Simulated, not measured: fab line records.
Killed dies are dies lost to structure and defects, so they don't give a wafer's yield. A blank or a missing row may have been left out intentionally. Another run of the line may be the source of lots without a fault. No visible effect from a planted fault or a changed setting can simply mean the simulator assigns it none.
Chamber matching :: flow n5-finfet :: 4 sister chambers for N5_FIN_SAQP_HM_OPEN_33 on rie-diel-05
The step chemistry CH3F/O2, target SiNx, target depth 49.4 nm, time 70.6 s. 24 wafers are shown with their chamber, then 12 later ones without.

EACH WAFER AND ITS CHAMBER
wafer: L074.2
chamber: 1
drypump-motor-current-A (A): 5.8
showerhead-plenum-p-Torr (Torr): 1.92
throttle-valve-pct (%): 16.54

wafer: L074.4
chamber: 2
drypump-motor-current-A (A): 6.1
showerhead-plenum-p-Torr (Torr): 2.07
throttle-valve-pct (%): 16.30

wafer: L074.6
chamber: 0
drypump-motor-current-A (A): 5.6
showerhead-plenum-p-Torr (Torr): 2.00
throttle-valve-pct (%): 16.40

wafer: L076.2
chamber: 1
drypump-motor-current-A (A): 5.8
showerhead-plenum-p-Torr (Torr): 1.91
throttle-valve-pct (%): 16.54

wafer: L076.3
chamber: 2
drypump-motor-current-A (A): 6.1
showerhead-plenum-p-Torr (Torr): 2.07
throttle-valve-pct (%): 16.32

wafer: L076.4
chamber: 0
drypump-motor-current-A (A): 5.7
showerhead-plenum-p-Torr (Torr): 2.00
throttle-valve-pct (%): 16.42

wafer: L077.2
chamber: 3
drypump-motor-current-A (A): 6.6
showerhead-plenum-p-Torr (Torr): 1.98
throttle-valve-pct (%): 16.26

wafer: L077.4
chamber: 1
drypump-motor-current-A (A): 5.8
showerhead-plenum-p-Torr (Torr): 1.91
throttle-valve-pct (%): 16.55

wafer: L077.5
chamber: 2
drypump-motor-current-A (A): 6.1
showerhead-plenum-p-Torr (Torr): 2.06
throttle-valve-pct (%): 16.31

wafer: L078.1
chamber: 3
drypump-motor-current-A (A): 6.6
showerhead-plenum-p-Torr (Torr): 1.98
throttle-valve-pct (%): 16.27

wafer: L078.2
chamber: 2
drypump-motor-current-A (A): 6.1
showerhead-plenum-p-Torr (Torr): 2.06
throttle-valve-pct (%): 16.33

wafer: L078.6
chamber: 2
drypump-motor-current-A (A): 6.1
showerhead-plenum-p-Torr (Torr): 2.06
throttle-valve-pct (%): 16.30

wafer: L080.1
chamber: 1
drypump-motor-current-A (A): 5.8
showerhead-plenum-p-Torr (Torr): 1.91
throttle-valve-pct (%): 16.56

wafer: L080.3
chamber: 0
drypump-motor-current-A (A): 5.6
showerhead-plenum-p-Torr (Torr): 2.00
throttle-valve-pct (%): 16.42

wafer: L080.4
chamber: 2
drypump-motor-current-A (A): 6.1
showerhead-plenum-p-Torr (Torr): 2.06
throttle-valve-pct (%): 16.31

wafer: L081.3
chamber: 1
drypump-motor-current-A (A): 5.8
showerhead-plenum-p-Torr (Torr): 1.91
throttle-valve-pct (%): 16.55

wafer: L081.5
chamber: 1
drypump-motor-current-A (A): 5.8
showerhead-plenum-p-Torr (Torr): 1.91
throttle-valve-pct (%): 16.57

wafer: L081.6
chamber: 0
drypump-motor-current-A (A): 5.7
showerhead-plenum-p-Torr (Torr): 1.99
throttle-valve-pct (%): 16.43

wafer: L082.1
chamber: 0
drypump-motor-current-A (A): 5.7
showerhead-plenum-p-Torr (Torr): 1.99
throttle-valve-pct (%): 16.44

wafer: L082.3
chamber: 3
drypump-motor-current-A (A): 6.6
showerhead-plenum-p-Torr (Torr): 1.97
throttle-valve-pct (%): 16.28

wafer: L082.5
chamber: 2
drypump-motor-current-A (A): 6.1
showerhead-plenum-p-Torr (Torr): 2.06
throttle-valve-pct (%): 16.34

wafer: L086.1
chamber: 1
drypump-motor-current-A (A): 5.8
showerhead-plenum-p-Torr (Torr): 1.91
throttle-valve-pct (%): 16.59

wafer: L086.5
chamber: 1
drypump-motor-current-A (A): 5.8
showerhead-plenum-p-Torr (Torr): 1.91
throttle-valve-pct (%): 16.58

wafer: L086.6
chamber: 2
drypump-motor-current-A (A): 6.1
showerhead-plenum-p-Torr (Torr): 2.06
throttle-valve-pct (%): 16.35

SIGNATURES (means of the wafers above)
reading: drypump-motor-current-A
chamber 0: 5.660
chamber 1: 5.800
chamber 2: 6.100
chamber 3: 6.600
scatter within a chamber: 0.0245

reading: showerhead-plenum-p-Torr
chamber 0: 1.9960
chamber 1: 1.9112
chamber 2: 2.0625
chamber 3: 1.9767
scatter within a chamber: 0.00461

reading: throttle-valve-pct
chamber 0: 16.4220
chamber 1: 16.5600
chamber 2: 16.3200
chamber 3: 16.2700
scatter within a chamber: 0.0171
Rule: a wafer's distance from a chamber is the root of the sum, over the readings, of the square of ((its reading less the chamber's mean) divided by the reading's scatter). If the next closest chamber is less than 2 further off than the closest, the wafer can't be placed; otherwise it belongs to the closest. The scatter: the root of (the sum of the squares of (reading less its chamber's mean) over the shown wafers, divided by (wafers less chambers)).

WAFERS WITH NO CHAMBER GIVEN
wafer: L087.1
drypump-motor-current-A (A): 5.8
showerhead-plenum-p-Torr (Torr): 1.91
throttle-valve-pct (%): 16.59

wafer: L087.2
drypump-motor-current-A (A): 5.7
showerhead-plenum-p-Torr (Torr): 1.99
throttle-valve-pct (%): 16.45

wafer: L087.5
drypump-motor-current-A (A): 5.8
showerhead-plenum-p-Torr (Torr): 1.91
throttle-valve-pct (%): 16.58

wafer: L091.3
drypump-motor-current-A (A): 5.8
showerhead-plenum-p-Torr (Torr): 1.91
throttle-valve-pct (%): 16.60

wafer: L091.5
drypump-motor-current-A (A): 6.1
showerhead-plenum-p-Torr (Torr): 2.06
throttle-valve-pct (%): 16.39

wafer: L091.6
drypump-motor-current-A (A): 6.6
showerhead-plenum-p-Torr (Torr): 1.97
throttle-valve-pct (%): 16.32

wafer: L094.1
drypump-motor-current-A (A): 5.8
showerhead-plenum-p-Torr (Torr): 1.90
throttle-valve-pct (%): 16.60

wafer: L094.4
drypump-motor-current-A (A): 5.8
showerhead-plenum-p-Torr (Torr): 1.90
throttle-valve-pct (%): 16.61

wafer: L094.5
drypump-motor-current-A (A): 6.1
showerhead-plenum-p-Torr (Torr): 2.05
throttle-valve-pct (%): 16.38

wafer: L096.1
drypump-motor-current-A (A): 6.6
showerhead-plenum-p-Torr (Torr): 1.97
throttle-valve-pct (%): 15.84

wafer: L096.5
drypump-motor-current-A (A): 5.8
showerhead-plenum-p-Torr (Torr): 1.90
throttle-valve-pct (%): 16.61

wafer: L096.6
drypump-motor-current-A (A): 6.6
showerhead-plenum-p-Torr (Torr): 1.97
throttle-valve-pct (%): 15.85

EACH ONE'S CHAMBER
wafer: L087.1
from the rows above: 1
in truth: 1

wafer: L087.2
from the rows above: 0
in truth: 0

wafer: L087.5
from the rows above: 1
in truth: 1

wafer: L091.3
from the rows above: 1
in truth: 1

wafer: L091.5
from the rows above: 2
in truth: 2

wafer: L091.6
from the rows above: 3
in truth: 3

wafer: L094.1
from the rows above: 1
in truth: 1

wafer: L094.4
from the rows above: 1
in truth: 1

wafer: L094.5
from the rows above: 2
in truth: 2

wafer: L096.1
from the rows above: 3
in truth: 3

wafer: L096.5
from the rows above: 1
in truth: 1

wafer: L096.6
from the rows above: 3
in truth: 3
Correctly placed: 12 of 12. From these rows, 0 cannot be placed. 0 placed wrongly.
